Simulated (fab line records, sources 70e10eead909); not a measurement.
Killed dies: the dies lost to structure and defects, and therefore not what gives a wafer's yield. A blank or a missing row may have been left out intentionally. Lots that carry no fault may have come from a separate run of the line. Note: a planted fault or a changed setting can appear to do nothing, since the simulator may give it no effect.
Shared-tool check ; flow nand_harc ; 9 wafers sampled across 3 lots

== WHAT PROMPTED THE OPENING ==
At NHARC_END_SORT_01 the reading killed_at_array is flagged on 3 of 3 lots. Wafers without a fault read 28, standard deviation 11.
Rule: flag the lot when none of its wafers has a number, or when each of its wafers that has one lies beyond 4 standard deviations from that mean. The other lots count as sound.

lot;measured;on;killed_at_array, wafer by wafer;flag
L369;day 24 01:06;prober-01;676 674 676;FLAGGED
L368;day 24 01:09;prober-02;672 677 676;FLAGGED
L370;day 24 11:25;prober-01;667 674 673;FLAGGED
Average over the flagged lots: 674; offset from the usual +646, equal to +59 standard deviations.

== WHICH TOOL RAN EACH LOT ==
4 process steps preceding the reading are held in the record, out of 1159 steps in the route. Every cell lists first the tool, next ch and the chambers used by the sampled wafers, and last the start.
lot;flag;NHARC_A_STAIRCASE_STRIP_316;NHARC_A_STAIRCASE_STRIP_446;NHARC_A_STAIRCASE_CMP_450;NHARC_A_STAIRCASE_ETCHBACK_422
L369;FLAGGED;rie_diel-01 ch 1,3, day 18 04:02 or earlier;plasma_asher-02 ch 0, day 18 04:02;cmp-04 ch 0,1,2, day 18 04:48;rie_diel-02 ch 0,2,3, day 18 05:33
L368;FLAGGED;rie_diel-01 ch 1,2, day 18 04:03 or earlier;plasma_asher-01 ch 0,1, day 18 04:03;cmp-02 ch 0,1,2, day 18 04:51;rie_diel-02 ch 0,1, day 18 05:38
L370;FLAGGED;rie_diel-07 ch 1,2,3, day 18 05:47 or earlier;plasma_asher-01 ch 0,1, day 18 05:47;cmp-01 ch 0,1,2, day 18 06:29;rie_diel-07 ch 0,1,3, day 18 07:01
What these steps do:
- NHARC_A_STAIRCASE_STRIP_316: strips in O2.
- NHARC_A_STAIRCASE_STRIP_446: strips in O2.
- NHARC_A_STAIRCASE_CMP_450: polishes SiO2, target thk 200 nm.
- NHARC_A_STAIRCASE_ETCHBACK_422: etches the open film in CH3F/O2, target depth 40 nm, time 74.286 s.
- NHARC_END_SORT_01

== FLAGGED AGAINST TOTAL, ONE TOOL AT A TIME (gauges that did the reading follow at the end) ==
step;tool;lots run;flagged;share of the flagged lots;sound lots run after its first flagged lot
NHARC_A_STAIRCASE_STRIP_316;rie_diel-01;2;2;some;0
NHARC_A_STAIRCASE_STRIP_316;rie_diel-07;1;1;some;0
NHARC_A_STAIRCASE_STRIP_446;plasma_asher-01;2;2;some;0
NHARC_A_STAIRCASE_STRIP_446;plasma_asher-02;1;1;some;0
NHARC_A_STAIRCASE_CMP_450;cmp-01;1;1;some;0
NHARC_A_STAIRCASE_CMP_450;cmp-02;1;1;some;0
NHARC_A_STAIRCASE_CMP_450;cmp-04;1;1;some;0
NHARC_A_STAIRCASE_ETCHBACK_422;rie_diel-02;2;2;some;0
NHARC_A_STAIRCASE_ETCHBACK_422;rie_diel-07;1;1;some;0
NHARC_END_SORT_01;prober-01;2;2;some;0
NHARC_END_SORT_01;prober-02;1;1;some;0
NHARC_A_STAIRCASE_STRIP_316: start missing for some lots; hours and lot order therefore follow NHARC_A_STAIRCASE_STRIP_446.

== THE TABLE: WHAT IT ALLOWS ==
No row of the table ran every flagged lot.

== WHAT HAD BEEN PUT IN BY THE SIMULATOR ==
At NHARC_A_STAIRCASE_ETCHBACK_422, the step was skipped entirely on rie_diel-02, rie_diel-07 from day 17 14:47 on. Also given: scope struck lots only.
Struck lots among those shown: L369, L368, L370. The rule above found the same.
